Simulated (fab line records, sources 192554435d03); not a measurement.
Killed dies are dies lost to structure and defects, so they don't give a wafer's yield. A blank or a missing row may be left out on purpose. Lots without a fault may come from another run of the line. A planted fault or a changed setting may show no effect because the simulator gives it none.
A struck lot beside a sound one | flow n5_finfet | 39 steps out of a route of 1938
Sound: wafers L376.2, L376.3, L376.4. Struck: wafers L380.3, L380.4, L380.6. The cause comes at the end.
At each step with rows: each side's tool, then ch and its chambers, then its first start. Under that, the readings that differ: sound wafers | struck wafers | difference of the means | sigmas: that difference in standard deviations of wafers without a fault.
alike: readings whose means differ by less than 2 such deviations, and words and numbers that are the same on both sides. not compared: withheld readings, readings that some wafer has no value for, bounds like >300 that may hide the same value, and numbers for which the record gives no deviation and whose values overlap.
The two part at a step that has a row with sigmas, a row that says differs or no value, or rows on one side only. Numbers that don't overlap but have no deviation are shown without sigmas and don't part them. A reading that every wafer of one side lacks parts them only if that side has two wafers or more.

first, 10 steps without rows for these wafers: N5_STI_FIN_REVEAL_PRECLEAN_18 (cleans in SC2, time 45 s); N5_STI_FIN_REVEAL_SRD_28 (time 30 s); N5_DUMMY_GATE_PRECLEAN_00 (cleans in O3/DIW, time 60 s); N5_DUMMY_GATE_SRD_01 (time 30 s); N5_DUMMY_GATE_ALD_02 (deposits SiO2, target thk 2 nm, pulse time 1 s); N5_DUMMY_GATE_CVD_03 (deposits a-Si from SiH4, target thk 150 nm, time 8042 s); N5_DUMMY_GATE_PRECLEAN_46 (cleans in DIW, time 89.5 s); N5_DUMMY_GATE_SRD_47 (dry time 32 s); N5_DUMMY_GATE_CMP_04 (polishes a-Si); N5_DUMMY_GATE_HM_DEP_06 (deposits SiNx from DCS/NH3, target thk 80 nm, time 5141 s).
N5_DUMMY_GATE_PECVD_30: deposits SiO2 from TEOS/O2, target thk 55 nm, time 10.8 s.
  sound on pecvd-02 ch 0,1, day 5 08:43; struck on pecvd-01 ch 0,1,2, day 6 09:54
  reading                      | sound             | struck | difference                    | sigmas
  chamber_pressure_Torr (Torr) | 6.514 6.518 6.518 | - - -  | no value on the struck wafers |
  not compared: since_wet_clean_h
then, 23 steps without rows for these wafers: N5_DUMMY_GATE_COAT_34 (time 60 s, resist thk 60 nm); N5_DUMMY_GATE_COAT_35 (time 60 s, resist thk 10 nm); N5_DUMMY_GATE_COAT_28 (time 60 s, resist thk 10 nm); N5_DUMMY_GATE_COAT_09 (resist thk 30 nm); N5_DUMMY_GATE_EBR_11; N5_DUMMY_GATE_SOFTBAKE_10 (time 60 s); N5_DUMMY_GATE_EXPOSE_12 (exposes mask GATE, target cd 25 nm); N5_DUMMY_GATE_PEB_13 (peb time 60 s); N5_DUMMY_GATE_DEVELOP_14 (develop time 30 s); N5_DUMMY_GATE_DESCUM_20 (chemistry O2, time 6.2 s); N5_DUMMY_GATE_ETCH_29 (etches underlayer in N2/H2, target depth 13 nm); N5_DUMMY_GATE_ETCH_36 (etches SiARC in CF4, target depth 13 nm); N5_DUMMY_GATE_ETCH_37 (etches SOC in N2/H2, target depth 60 nm, overetch 30 nm); N5_DUMMY_GATE_STRIP_38 (strips in N2/H2); N5_DUMMY_GATE_STRIP_39 (strips in N2/H2); N5_DUMMY_GATE_TRIM_49 (chemistry O2, time 29 s, target cd 14 nm); N5_DUMMY_GATE_STRIP_40 (strips in CF4); N5_DUMMY_GATE_ETCH_31 (etches SiO2 in C4F6/O2, target depth 82.5 nm, time 27.5 s); N5_DUMMY_GATE_STRIP_41 (strips in O2); N5_DUMMY_GATE_HM_OPEN_21 (chemistry CH3F/O2, target SiNx, target depth 120 nm, time 171.4 s); N5_DUMMY_GATE_ETCH_32 (etches SiO2 in CF4, target depth 3.5 nm, time 3.9 s); N5_DUMMY_GATE_ETCH_23 (etches poly-Si in HBr/Cl2/O2, target depth 41 nm, time 22.3 s); N5_DUMMY_GATE_ETCH_44 (etches poly-Si in HBr/O2, stops on SiO2, target depth 127.5 nm).
N5_DUMMY_GATE_CD_MEAS_24: target cd 15 nm.
  sound on cd_sem-03, day 5 10:14; struck on cd_sem-02, day 6 11:14
  reading    | sound          | struck | difference                    | sigmas
  cd_nm (nm) | 15.3 15.6 15.1 | - - -  | no value on the struck wafers |
then, 1 step without rows for these wafers: N5_DUMMY_GATE_ETCH_42 (etches SiO2 in CHF3/O2, target depth 3.5 nm, time 31 s).
N5_DUMMY_GATE_INSPECT_27: inspects for defects (brightfield).
  sound on defect_inspect-01, day 5 10:31; struck on defect_inspect-01, day 6 11:31
  reading          | sound       | struck         | difference | sigmas
  raw_defect_count | 345 299 184 | 2716 2595 2556 | +2346      | +24
N5_BEOL_M4_RC_MEAS_101:
  the record has rows for the sound wafers here (prober-01 ch 0, day 10 19:07) and none for the struck ones
-- the record jumps here: 10 days lie between the struck wafers' starts before and after (it left off in module BEOL_M4 and takes up again in module PASSIVATION, whose first step shown is number 1936 of the route) --
N5_PASSIVATION_PROBE_49:
  sound on prober-02, day 15 01:47; struck on prober-01, day 16 06:37
  reading                  | sound          | struck         | difference | sigmas
  defect_limited_yield (%) | 91.0 94.2 90.8 | 0 0 0          | -92        | -61
  killed_at_M4_up          | 19 13 20       | 1 3 2          | -15        | -3
  killed_at_front_end      | 44 30 44       | 1166 1172 1171 | +1130      | +94
  killed_dies              | 106 69 109     | 1180 1180 1180 | +1085      | +60
  killed_on_rim            | 12 10 13       | 152 152 152    | +140       | +30
  killed_open              | 74 43 65       | 9 10 10        | -51        | -4
  killed_short             | 32 23 44       | 8 5 1          | -28        | -4
  sort_bin_5_function (%)  | 4.8 3.1 6.0    | 72.5 73.9 74.8 | +69.1      | +71
  sort_n_pass              | 1074 1111 1071 | 0 0 0          | -1085      | -60
  sort_yield_pct (%)       | 91.0 94.2 90.8 | 0 0 0          | -92        | -61
  alike: killed_at_M0_to_M3, killed_at_contacts, killed_at_other, sort_bin_6_memory

WHERE THEY PART
First at N5_DUMMY_GATE_PECVD_30; last, within this record, at N5_PASSIVATION_PROBE_49.

WHY: what the simulator had put in
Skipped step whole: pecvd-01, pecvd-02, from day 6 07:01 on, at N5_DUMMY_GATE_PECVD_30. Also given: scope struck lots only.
